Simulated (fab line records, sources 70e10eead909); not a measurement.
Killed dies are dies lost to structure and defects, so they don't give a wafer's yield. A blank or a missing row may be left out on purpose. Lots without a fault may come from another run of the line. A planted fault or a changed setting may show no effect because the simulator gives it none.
Chamber matching | flow nand_harc | NHARC_A_WL_FILL_ALD_10 on ald_hk-01: 4 sister chambers
The step deposits SiO2, target thk 50 nm, pulse time 10 s, ald cycles 500. 4 wafers are shown with their chamber, then 9 later ones without.

WAFERS WITH THEIR CHAMBER
wafer  | chamber | heater_power_w (W)
L085.5 | 1       | 421
L088.4 | 0       | 459
L088.1 | 2       | 532
L088.2 | 3       | 482

WAFERS WITHOUT THEIR CHAMBER
wafer  | heater_power_w (W)
L090.1 | 431
L090.4 | 497
L090.5 | 422
L093.1 | 426
L093.5 | 425
L093.6 | 474
L094.4 | 433
L094.1 | 500
L094.5 | 441

WHICH CHAMBER EACH WENT THROUGH
wafer  | from the rows above          | in truth
L090.1 | can't be placed: 1 or 0      | 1
L090.4 | can't be placed: 3 or 2 or 0 | 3
L090.5 | 1                            | 1
L093.1 | 1                            | 1
L093.5 | 1                            | 1
L093.6 | can't be placed: 3 or 0      | 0
L094.4 | can't be placed: 1 or 0      | 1
L094.1 | can't be placed: 3 or 2 or 0 | 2
L094.5 | can't be placed: 0 or 1 or 3 | 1
Placed correctly: 3 of 9. Can't be placed from these rows: 6 (the true chamber is among the candidates in 6). Placed wrongly: 0.
How it was worked out, from the rows above alone: a wafer's distance from a chamber is the root of the sum, over the readings, of the square of ((its reading less the chamber's mean) divided by the reading's scatter). The wafer belongs to the nearest chamber; if the next one is less than 2 further off, it can't be placed. A chamber's mean is the mean of its shown wafers. The scatter: with one shown wafer a chamber, the root of the mean of the squares of how far each hidden wafer lies from its nearest shown one.
